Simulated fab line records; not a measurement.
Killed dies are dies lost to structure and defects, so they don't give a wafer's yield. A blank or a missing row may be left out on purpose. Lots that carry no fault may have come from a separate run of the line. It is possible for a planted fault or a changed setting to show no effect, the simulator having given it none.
Matching of chambers / flow nand-harc / pecvd-01 running NHARC_P_CONTACT_DEP_30: 3 sister chambers
The step deposits SiNx, target thk 30 nm. 3 wafers are shown with their chamber, then 7 later ones without.

## WAFERS, EACH WITH ITS CHAMBER
wafer=L090.2; chamber=0; heater-power-w (W)=639
wafer=L091.2; chamber=1; heater-power-w (W)=669
wafer=L091.3; chamber=2; heater-power-w (W)=726

## WAFERS WITHOUT THEIR CHAMBER
wafer=L091.4; heater-power-w (W)=746
wafer=L092.2; heater-power-w (W)=646
wafer=L092.4; heater-power-w (W)=809
wafer=L092.6; heater-power-w (W)=744
wafer=L097.1; heater-power-w (W)=849
wafer=L097.3; heater-power-w (W)=587
wafer=L097.5; heater-power-w (W)=602

## CHAMBER TAKEN BY EACH
wafer=L091.4; from the rows above=can't be placed: 2 or 1 or 0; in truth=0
wafer=L092.2; from the rows above=can't be placed: 0 or 1 or 2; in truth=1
wafer=L092.4; from the rows above=can't be placed: 2 or 1 or 0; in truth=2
wafer=L092.6; from the rows above=can't be placed: 2 or 1 or 0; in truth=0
wafer=L097.1; from the rows above=can't be placed: 2 or 1 or 0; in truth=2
wafer=L097.3; from the rows above=can't be placed: 0 or 1 or 2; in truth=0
wafer=L097.5; from the rows above=can't be placed: 0 or 1 or 2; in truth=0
Placed correctly: 0 of 7. Can't be placed from these rows: 7 (the true chamber is among the candidates in 7). Wrongly placed: 0.
How it was worked out, from the rows above alone: a wafer's distance from a chamber is the root of the sum, over the readings, of the square of ((its reading less the chamber's mean) divided by the reading's scatter). The wafer belongs to the nearest chamber; if the next one is less than 2 further off, it can't be placed. A chamber's mean is the mean of its shown wafers. The scatter (one wafer shown for each chamber): square how far every hidden wafer sits from the nearest shown wafer, average those squares and take the square root.
